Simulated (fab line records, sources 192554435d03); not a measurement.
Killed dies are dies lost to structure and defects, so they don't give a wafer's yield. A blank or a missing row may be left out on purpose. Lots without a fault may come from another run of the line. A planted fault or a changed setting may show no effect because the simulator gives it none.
fab line records | flow n5_finfet | part 1 of 2: steps 1 to 3 of 6
record lots=24 wafers=72 last_day=18
route steps=1938 shown BEOL_M9@1405
lots that met no fault: from a run of the same line without faults
start_h: hours from the record's first day to the start of the lot's first wafer shown | wait_h: hours since the lot's step before | " the same as in the row above | L1.1+2: a row that stands for several wafers | - no value, or no start given | * or withheld: withheld | < > ~ a bound
route shown NAME@n: a module of which the file shows steps, and the number in the route of the first | usual: mean/standard deviation of fault-free wafers | same: alike in all rows | chamber/n: place in a boat | sites: the reading at each site | _std_site: their standard deviation | _edge_site: outer sites' mean less inner sites' | radius_mm: how far each site lies from the wafer's centre | mask NAME#n: copy n | behind: the tool/chamber that last shaped the wafer | hold: why the lot was held/for how many hours/how that ended | device: the transistor (n, p or np) that didn't switch | end of line: the same wafers' tests at the end of the route | a step without rows: its recipe alone | killed: dies lost to structure and defects at the first sort, not the wafer's yield | map: a wafer's dies, x killed, . not, _ none there
set.NAME: the setting as run; set.NAME@STEP: as run at that earlier step | model.NAME: the simulator's own value behind a step, which no gauge read
steps of the route over a sample of lots; a table a step, a row a wafer
services: from which hour (start_h, from the record's first day; less than 0 if before it) a tool's chamber was out of use, for how many hours, and why
## steps
# step N5_BEOL_M9_HM_DEP_02
# recipe material=TiN target_thk_a=200 temp_c=25 chamber_pressure_pa=0.49996
# usual chamber_pressure_pa=0.5001/0.0011 throttle_valve_pct=29.8/0.81
# columns lot.wafer tool chamber start_h wait_h chamber_pressure_pa throttle_valve_pct
L074.1 pvd_sputter-03 - 203.38 1.9 0.5026 29.5
L074.2 " - " " 0.5022 29.3
L074.3 " - " " 0.4986 30.8
L075.1 pvd_sputter-02 - 208.90 0.3 0.5001 30.4
L075.4 " - " " 0.5000 28.0
L075.6 " - " " 0.5008 30.9
L077.4 pvd_sputter-01 - 219.99 1.3 0.5000 30.9
L077.5 " - " " 0.5000 29.3
L077.6 " - " " 0.5011 29.5
L076.3 pvd_sputter-01 - 224.92 3.6 0.4988 30.3
L076.4 " - " " 0.5002 29.3
L076.5 " - " " 0.4999 30.1
L079.1 pvd_sputter-03 - 229.40 1.3 0.4986 30.0
L079.2 " - " " 0.4992 29.5
L079.3 " - " " 0.5005 29.4
L078.2 pvd_sputter-01 - 236.60 0.9 0.4993 30.7
L078.4 " - " " 0.5011 29.0
L078.5 " - " " 0.4994 30.9
L080.2 pvd_sputter-01 - 247.09 0.7 0.5014 29.0
L080.4 " - " " 0.4982 29.6
L080.5 " - " " 0.5005 30.3
L083.1 pvd_sputter-01 - 249.63 1.1 0.5018 30.1
L083.3 " - " " 0.4979 29.8
L083.4 " - " " 0.5010 30.7
L081.2 pvd_sputter-01 - 252.92 1.3 0.4996 30.8
L081.3 " - " " 0.4992 30.3
L081.5 " - " " 0.4988 28.8
L082.1 pvd_sputter-03 - 259.44 1.7 0.5003 29.6
L082.4 " - " " 0.4996 29.3
L082.6 " - " " 0.4992 30.5
L084.1 pvd_sputter-01 - 271.21 0.2 0.5001 29.0
L084.4 " - " " 0.5000 30.2
L084.6 " - " " 0.4998 30.2
L085.1 pvd_sputter-03 - 281.27 0.2 0.5006 29.3
L085.2 " - " " 0.4997 30.3
L085.3 " - " " 0.5011 29.5
L086.3 pvd_sputter-03 - 291.65 2.5 0.4991 30.7
L086.4 " - " " 0.4986 29.9
L086.6 " - " " 0.4993 29.4
L089.2 pvd_sputter-03 - 295.58 0.6 0.4993 29.5
L089.4 " - " " 0.5007 30.7
L089.5 " - " " 0.4982 29.5
L087.2 pvd_sputter-01 - 299.88 3.2 0.5008 31.1
L087.3 " - " " 0.5002 29.5
L087.4 " - " " 0.5000 30.2
L088.3 pvd_sputter-03 - 303.70 0.0 0.5003 29.9
L088.4 " - " " 0.5017 31.0
L088.5 " - " " 0.5007 29.5
L090.1 pvd_sputter-01 - 317.59 0.4 0.4988 30.7
L090.2 " - " " 0.5013 29.0
L090.3 " - " " 0.5021 29.4
L091.1 pvd_sputter-02 - 322.22 0.3 0.5003 27.9
L091.5 " - " " 0.5015 27.8
L091.6 " - " " 0.5004 28.8
L093.2 pvd_sputter-02 - 332.00 1.3 0.4999 29.1
L093.4 " - " " 0.4999 30.6
L093.6 " - " " 0.4998 27.9
L094.2 pvd_sputter-01 - 332.95 0.5 0.4986 31.0
L094.3 " - " " 0.4989 29.4
L094.5 " - " " 0.4999 29.5
L095.1 pvd_sputter-02 - 341.98 3.0 0.4987 28.7
L095.4 " - " " 0.4998 30.5
L095.6 " - " " 0.4990 30.6
L092.1 pvd_sputter-01 - 351.24 1.8 0.4979 29.7
L092.3 " - " " 0.5004 29.4
L092.4 " - " " 0.5006 30.7
L096.1 pvd_sputter-02 - 355.02 1.3 0.4989 30.6
L096.4 " - " " 0.4998 27.9
L096.6 " - " " 0.4993 30.8
L097.2 pvd_sputter-03 - 371.66 0.8 0.5009 30.7
L097.5 " - " " 0.5014 29.8
L097.6 " - " " 0.5001 30.7
# step N5_BEOL_M9_ETCH_62
# recipe chemistry=N2/H2 target=SOC target_depth_a=1100 overetch_a=220 mask_material=SiARC temp_c=40 time_s=165 ion_energy_ev=200 pressure_mtorr=30 source_w=840 bias_w=150 n2_flow_sccm=200 h2_flow_sccm=200
# usual drypump_motor_current_A=5.9/0.33 n2_flow_sccm=200.0/0.61 oes_product_au=0.69/0.071 rf_vpp_V=523/3.4 showerhead_plenum_p_Torr=2.51/0.12 throttle_valve_pct=17.67/0.3
# columns lot.wafer tool chamber start_h wait_h drypump_motor_current_A n2_flow_sccm oes_product_au rf_hours_counter_h rf_vpp_V showerhead_plenum_p_Torr throttle_valve_pct
L074.1 rie_diel-03 1 204.53 0.0 5.6 199.9 0.62 199 521 2.41 18.10
L074.2 " 0 " " 5.8 200.5 0.72 42 525 2.58 18.01
L074.3 " 3 " " 5.5 200.1 0.59 245 519 2.40 17.73
L075.1 rie_diel-06 0 209.57 0.0 5.5 199.9 0.59 237 521 2.39 17.91
L075.4 " 1 " " 6.2 199.1 0.74 34 522 2.49 17.88
L075.6 " 3 " " 6.0 199.7 0.65 - 520 2.43 17.74
L077.4 rie_diel-04 2 220.87 0.0 6.0 200.5 0.81 4 526 2.60 17.64
L077.5 " 2 " " 6.1 200.5 0.81 - 527 2.60 17.63
L077.6 " 3 " " 5.6 200.3 0.66 - 519 2.34 17.47
L076.3 rie_diel-03 1 226.08 0.0 5.6 200.7 0.61 203 520 2.41 18.10
L076.4 " 1 " " 5.6 199.9 0.61 - 520 2.41 18.09
L076.5 " 0 " " 5.9 198.8 0.72 - 525 2.58 18.02
L079.1 rie_diel-04 1 230.07 0.0 6.2 200.7 0.62 186 527 2.60 17.54
L079.2 " 2 " " 6.1 199.7 0.80 7 527 2.60 17.63
L079.3 " 3 " " 5.6 200.8 0.65 133 519 2.34 17.48
L078.2 rie_diel-03 1 237.32 0.0 5.6 199.7 0.61 207 520 2.41 18.11
L078.4 " 0 " " 5.9 199.4 0.71 - 525 2.58 18.06
L078.5 " 1 " " 5.6 200.8 0.61 - 520 2.41 18.11
L080.2 rie_diel-03 3 247.63 0.0 5.5 199.8 0.82 1 528 2.71 17.29
L080.4 " 1 " " 5.6 200.0 0.61 211 519 2.41 18.11
L080.5 " 2 " " 6.5 199.5 0.79 - 522 2.47 17.15
L083.1 rie_diel-04 1 250.21 0.0 6.2 198.8 0.61 192 527 2.60 17.56
L083.3 " 0 " " 5.5 199.8 0.62 189 521 2.41 17.60
L083.4 " 2 " " 6.1 199.8 0.79 14 526 2.60 17.63
L081.2 rie_diel-03 2 253.47 0.0 6.5 200.4 0.78 17 522 2.47 17.16
L081.3 " 0 " " 5.8 199.0 0.71 61 526 2.57 18.04
L081.5 " 0 " " 5.8 199.5 0.71 - 526 2.57 18.04
L082.1 rie_diel-04 2 260.11 0.0 6.0 200.3 0.78 17 526 2.60 17.66
L082.4 " 3 " " 5.6 199.7 0.64 - 519 2.33 17.50
L082.6 " 2 " " 6.1 200.3 0.77 - 526 2.60 17.65
L084.1 rie_diel-06 0 271.88 0.0 5.5 199.9 0.81 2 528 2.70 17.46
L084.4 " 1 " " 6.2 199.4 0.72 57 523 2.48 17.94
L084.6 " 0 " " 5.5 199.9 0.82 - 528 2.70 17.46
L085.1 rie_diel-04 1 282.08 0.0 6.2 200.5 0.61 202 528 2.60 17.59
L085.2 " 0 " " 5.4 199.9 0.62 193 522 2.41 17.62
L085.3 " 2 " " 6.0 199.1 0.76 24 527 2.59 17.65
L086.3 rie_diel-03 2 292.19 0.0 6.5 199.4 0.76 29 521 2.47 17.17
L086.4 " 2 " " 6.5 199.0 0.76 - 522 2.47 17.15
L086.6 " 3 " " 5.5 199.6 0.77 - 528 2.71 17.30
L089.2 rie_diel-04 3 296.14 0.0 5.7 200.5 0.63 156 517 2.33 17.53
L089.4 " 1 " " 6.2 200.0 0.61 207 526 2.59 17.59
L089.5 " 3 " " 5.7 200.1 0.64 - 519 2.33 17.52
L087.2 rie_diel-03 3 300.57 0.0 5.5 200.9 0.77 15 527 2.71 17.32
L087.3 " 1 " " 5.6 200.6 0.60 227 520 2.40 18.14
L087.4 " 0 " " 5.8 200.1 0.70 72 525 2.57 18.09
L088.3 rie_diel-03 1 304.37 0.0 5.6 200.3 0.60 228 520 2.40 18.17
L088.4 " 0 " " 5.8 199.4 0.69 73 525 2.57 18.07
L088.5 " 0 " " 5.9 199.4 0.70 - 524 2.57 18.07
L090.1 rie_diel-04 3 318.13 0.0 5.7 199.1 0.64 159 517 2.33 17.51
L090.2 " 2 " " 6.0 200.6 0.76 32 525 2.59 17.69
L090.3 " 0 " " 5.4 200.4 0.62 200 521 2.40 17.63
L091.1 rie_diel-04 1 322.77 0.0 6.2 200.9 0.61 212 528 2.59 17.59
L091.5 " 0 " " 5.4 200.1 0.62 - 520 2.40 17.63
L091.6 " 3 " " 5.7 199.6 0.63 - 517 2.33 17.54
L093.2 rie_diel-06 3 332.55 0.0 5.9 200.4 0.62 173 520 2.41 17.79
L093.4 " 2 " " 5.9 199.9 0.73 33 525 2.60 17.58
L093.6 " 3 " " 6.0 201.5 0.63 - 521 2.41 17.80
L094.2 rie_diel-06 1 333.80 0.0 6.2 199.6 0.70 74 522 2.47 17.96
L094.3 " 3 " " 6.0 200.0 0.62 174 520 2.41 17.78
L094.5 " 3 " " 6.0 199.7 0.63 - 521 2.41 17.79
L095.1 rie_diel-06 0 342.65 0.0 5.4 200.3 0.76 21 529 2.69 17.51
L095.4 " 1 " " 6.2 198.4 0.70 77 523 2.47 17.97
L095.6 " 1 " " 6.2 199.5 0.70 - 522 2.47 17.97
L092.1 rie_diel-03 0 351.92 0.0 5.9 199.0 0.68 90 524 2.56 18.10
L092.3 " 2 " " 6.6 199.4 0.74 47 524 2.46 17.19
L092.4 " 3 " " 5.5 199.6 0.74 32 529 2.70 17.35
L096.1 rie_diel-03 0 355.92 0.0 5.8 200.3 0.67 91 525 2.56 18.10
L096.4 " 3 " " 5.5 199.7 0.74 34 528 2.70 17.35
L096.6 " 3 " " 5.5 200.3 0.74 - 528 2.70 17.35
L097.2 rie_diel-04 0 372.39 0.0 5.4 199.8 0.60 216 520 2.40 17.65
L097.5 " 2 " " 6.1 200.6 0.72 - 525 2.58 17.68
L097.6 " 3 " " 5.7 199.7 0.62 - 516 2.32 17.57
# step N5_BEOL_M9_DESCUM_33
# recipe chemistry=O2 time_s=7 source_power_w=50 bias_power_w=20 pressure_mtorr=20 rf_frequency_hz=2.712e+07 temp_c=40 resist=CAR-EUV o2_flow_sccm=225
# usual drypump_motor_current_A=5.9/0.33 oes_product_au=0.81/0.089 rf_vpp_V=242.7/1.6 showerhead_plenum_p_Torr=2.07/0.085 throttle_valve_pct=20.35/0.28
# columns lot.wafer tool chamber start_h wait_h drypump_motor_current_A oes_product_au rf_hours_counter_h rf_vpp_V showerhead_plenum_p_Torr throttle_valve_pct
L074.1 rie_diel-06 1 206.86 0.0 6.2 0.89 33 243.4 2.05 20.52
L074.2 " 2 " " 5.9 0.67 248 244.7 2.12 20.30
L074.3 " 0 " " 5.4 0.68 236 243.0 1.97 20.50
L075.1 rie_diel-03 2 210.72 0.0 6.6 0.99 1 243.2 2.08 20.09
L075.4 " 1 " " 5.6 0.72 200 242.9 1.99 20.80
L075.6 " 1 " " 5.6 0.73 - 241.0 1.99 20.79
L077.4 rie_diel-03 2 224.92 0.6 6.5 0.96 - 242.6 2.08 20.10
L077.5 " 1 " " 5.6 0.72 - 240.6 1.99 20.80
L077.6 " 0 " " 5.8 0.85 - 243.6 2.12 20.58
L076.3 rie_diel-04 1 227.19 0.0 6.1 0.74 185 242.9 2.18 20.37
L076.4 " 0 " " 5.4 0.75 181 242.5 1.97 20.01
L076.5 " 3 " " 5.6 0.78 - 241.5 1.94 20.26
L079.1 rie_diel-06 0 230.87 0.0 5.4 0.68 246 240.7 1.97 20.52
L079.2 " 2 " " 5.9 0.96 1 244.6 2.12 19.99
L079.3 " 1 " " 6.2 0.88 43 241.9 2.04 20.53
L078.2 rie_diel-06 3 238.28 0.1 6.0 0.75 145 241.4 2.02 20.60
L078.4 " 1 " " 6.2 0.87 45 242.5 2.04 20.54
L078.5 " 3 " " 6.0 0.75 - 240.1 2.02 20.59
L080.2 rie_diel-06 3 248.77 0.0 5.9 0.75 149 241.4 2.02 20.60
L080.4 " 2 " " 5.9 0.93 - 244.6 2.11 19.98
L080.5 " 1 " " 6.2 0.88 - 241.9 2.04 20.54
L083.1 rie_diel-03 2 253.64 0.2 6.5 0.94 17 240.5 2.07 20.12
L083.3 " 3 " " 5.5 0.96 3 245.0 2.23 19.84
L083.4 " 0 " " 5.9 0.84 61 245.4 2.12 20.60
L081.2 rie_diel-03 3 254.48 0.0 5.5 0.96 3 245.2 2.23 19.83
L081.3 " 1 " " 5.6 0.72 213 239.9 1.99 20.82
L081.5 " 0 " " 5.8 0.83 - 243.5 2.12 20.64
L082.1 rie_diel-06 2 263.17 0.0 5.9 0.91 14 242.8 2.11 19.98
L082.4 " 2 " " 5.9 0.92 - 244.4 2.11 19.99
L082.6 " 3 " " 6.0 0.75 - 241.5 2.02 20.60
L084.1 rie_diel-04 3 274.38 0.6 5.6 0.76 149 239.1 1.94 20.29
L084.4 " 1 " " 6.2 0.72 200 243.1 2.17 20.41
L084.6 " 2 " " 6.1 0.91 - 243.5 2.13 20.28
L085.1 rie_diel-04 2 283.17 0.1 6.1 0.91 25 243.5 2.12 20.29
L085.2 " 0 " " 5.4 0.74 193 239.8 1.96 20.04
L085.3 " 3 " " 5.6 0.76 152 241.4 1.94 20.29
L086.3 rie_diel-06 3 294.22 0.0 6.0 0.73 164 242.2 2.02 20.62
L086.4 " 2 " " 5.9 0.89 23 244.3 2.11 20.01
L086.6 " 2 " " 5.9 0.87 - 242.8 2.11 19.99
L089.2 rie_diel-04 3 299.62 0.0 5.6 0.76 156 240.4 1.93 20.30
L089.4 " 2 " " 6.0 0.90 29 243.5 2.12 20.28
L089.5 " 0 " " 5.5 0.73 - 241.1 1.96 20.04
L087.2 rie_diel-03 2 305.44 0.0 6.5 0.90 32 241.2 2.07 20.14
L087.3 " 3 " " 5.5 0.92 17 244.8 2.22 19.87
L087.4 " 1 " " 5.6 0.70 228 241.3 1.98 20.83
L088.3 rie_diel-04 1 305.60 0.0 6.2 0.72 208 243.2 2.17 20.43
L088.4 " 2 " " 6.0 0.90 30 244.1 2.12 20.32
L088.5 " 1 " " 6.2 0.70 - 244.6 2.17 20.40
L090.1 rie_diel-04 2 319.93 0.0 6.1 0.89 32 243.3 2.12 20.31
L090.2 " 1 " " 6.1 0.71 211 242.9 2.17 20.43
L090.3 " 3 " " 5.6 0.74 159 240.9 1.93 20.29
L091.1 rie_diel-04 1 325.96 0.2 6.1 0.71 213 243.8 2.17 20.44
L091.5 " 3 " " 5.6 0.75 - 241.2 1.93 20.31
L091.6 " 2 " " 6.0 0.89 - 244.1 2.12 20.31
L093.2 rie_diel-03 2 334.76 0.0 6.6 0.89 42 242.0 2.07 20.14
L093.4 " 0 " " 5.8 0.80 84 245.5 2.11 20.66
L093.6 " 3 " " 5.5 0.88 - 244.2 2.22 19.88
L094.2 rie_diel-03 3 335.41 0.5 5.5 0.89 27 245.5 2.22 19.88
L094.3 " 1 " " 5.6 0.70 238 241.3 1.98 20.86
L094.5 " 2 " " 6.5 0.88 - 242.6 2.07 20.16
L095.1 rie_diel-03 3 344.56 0.0 5.5 0.89 30 242.8 2.22 19.88
L095.4 " 1 " " 5.6 0.69 241 242.4 1.98 20.85
L095.6 " 0 " " 5.9 0.80 - 242.9 2.11 20.67
L092.1 rie_diel-06 0 354.03 0.0 5.5 0.90 23 244.8 2.22 20.12
L092.3 " 3 " " 5.9 0.73 179 241.2 2.01 20.65
L092.4 " 1 " " 6.2 0.83 79 241.2 2.03 20.57
L096.1 rie_diel-06 2 358.24 0.0 5.9 0.86 40 244.5 2.10 20.01
L096.4 " 1 " " 6.2 0.82 81 241.1 2.03 20.57
L096.6 " 2 " " 5.9 0.86 - 244.1 2.10 20.02
L097.2 rie_diel-03 3 373.34 0.0 5.5 0.87 38 245.2 2.21 19.91
L097.5 " 3 " " 5.5 0.86 - 245.2 2.21 19.88
L097.6 " 2 " " 6.6 0.87 - 242.0 2.06 20.16
